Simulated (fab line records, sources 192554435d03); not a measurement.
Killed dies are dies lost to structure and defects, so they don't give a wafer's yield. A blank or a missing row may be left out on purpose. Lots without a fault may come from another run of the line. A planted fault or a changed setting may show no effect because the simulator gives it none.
One fault seen from 2 desks | flow n5_finfet | each desk has only its own numbers; what lay behind them comes last

THE TOOL OWNER'S DESK: cvd_co-02
The tool's own readings at N5_BEOL_M1_CVD_47 (deposits Co from CCTBA/H2, target thk 3 nm, time 223.8 s): means of the sampled wafers that have a number, for each lot that ran on this tool. A lot is out of limits, marked OUT, if its mean lies more than 4 standard deviations from the usual mean; the brackets give that distance.
Columns: A = run_length_s at N5_BEOL_M1_CVD_47, usual 246.4 s
lot  | first seen here | A
L900 | day 6 18:43     | 246.1
L905 | day 7 07:50     | 245.8
L904 | day 7 08:11     | 246.0
L907 | day 7 21:46     | 246.0
L908 | day 8 10:52     | 287.3 (+65) OUT
L909 | day 8 21:57     | 287.4 (+65) OUT
L922 | day 12 02:41    | 246.2
L923 | day 12 07:44    | 245.8
This desk's finding: out of limits on L908, L909; first on L908, day 8 10:52 (run_length_s at N5_BEOL_M1_CVD_47). In limits: L900, L905, L904, L907, L922, L923.

THE METROLOGY DESK
What the gauges read, lot by lot, whatever tool the lot ran on: means of the sampled wafers that have a number. A lot is out of limits, marked OUT, if its mean lies more than 4 standard deviations from the usual mean; the brackets give that distance. Of its 10 readings 7 are shown: those that lie furthest out on some lot.
Columns: A = DIBL_N at N5_BEOL_M4_RC_MEAS_101, usual 36.0 mV/V; B = DIBL_P at N5_BEOL_M4_RC_MEAS_101, usual 36.0 mV/V; C = IOFF_N at N5_BEOL_M4_RC_MEAS_101, usual 0.160 nA/um; D = ION_N at N5_BEOL_M4_RC_MEAS_101, usual 674 uA/um; E = ION_P at N5_BEOL_M4_RC_MEAS_101, usual 464 uA/um; F = VT_N at N5_BEOL_M4_RC_MEAS_101, usual 249.5 mV; G = VT_P at N5_BEOL_M4_RC_MEAS_101, usual -249.2 mV
lot  | first seen here | A    | B    | C     | D   | E   | F     | G
L900 | day 8 01:47     | 37.9 | 37.0 | 0.159 | 676 | 461 | 250.8 | -249.9
L901 | day 8 04:40     | 37.8 | 38.1 | 0.200 | 682 | 471 | 246.5 | -247.3
L905 | day 9 05:04     | 34.6 | 35.6 | 0.130 | 659 | 458 | 254.2 | -253.4
L907 | day 10 05:40    | 34.4 | 33.4 | 0.129 | 661 | 456 | 254.7 | -254.1
L908 | day 11 00:35    | 37.0 | 37.8 | 0.186 | 683 | 468 | 247.2 | -248.0
L904 | day 11 09:19    | 34.6 | 34.3 | 0.126 | 651 | 454 | 252.4 | -252.3
L909 | day 11 09:31    | 35.6 | 36.0 | 0.176 | 687 | 472 | 245.9 | -245.5
L919 | day 13 12:23    | 38.4 | 38.0 | 0.202 | 690 | 475 | 245.3 | -245.0
L922 | day 14 11:16    | 35.7 | 36.3 | 0.162 | 685 | 473 | 247.0 | -246.6
L923 | day 14 13:14    | 36.3 | 36.5 | 0.170 | 683 | 470 | 248.7 | -247.7
This desk's finding: nothing out of limits on any of the 10 lots.

PUT TOGETHER
The tool owner's desk could have raised an alarm at day 8 10:52, on L908, L909.
The metrology desk saw nothing out of limits.
The metrology desk has L908, L909 on record, within its limits.
Of the lots named, all ran N5_BEOL_M1_CVD_47 on cvd_co-02.

WHAT THE SIMULATOR HAD PUT IN
Process parameter drift: cvd_co-02, from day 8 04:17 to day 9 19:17, at N5_BEOL_M1_CVD_47. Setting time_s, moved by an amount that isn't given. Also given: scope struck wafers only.
Lots struck among those shown: L908, L909.
Hours from the fault's start to each desk's first reading out of limits: the tool owner's desk, 7.
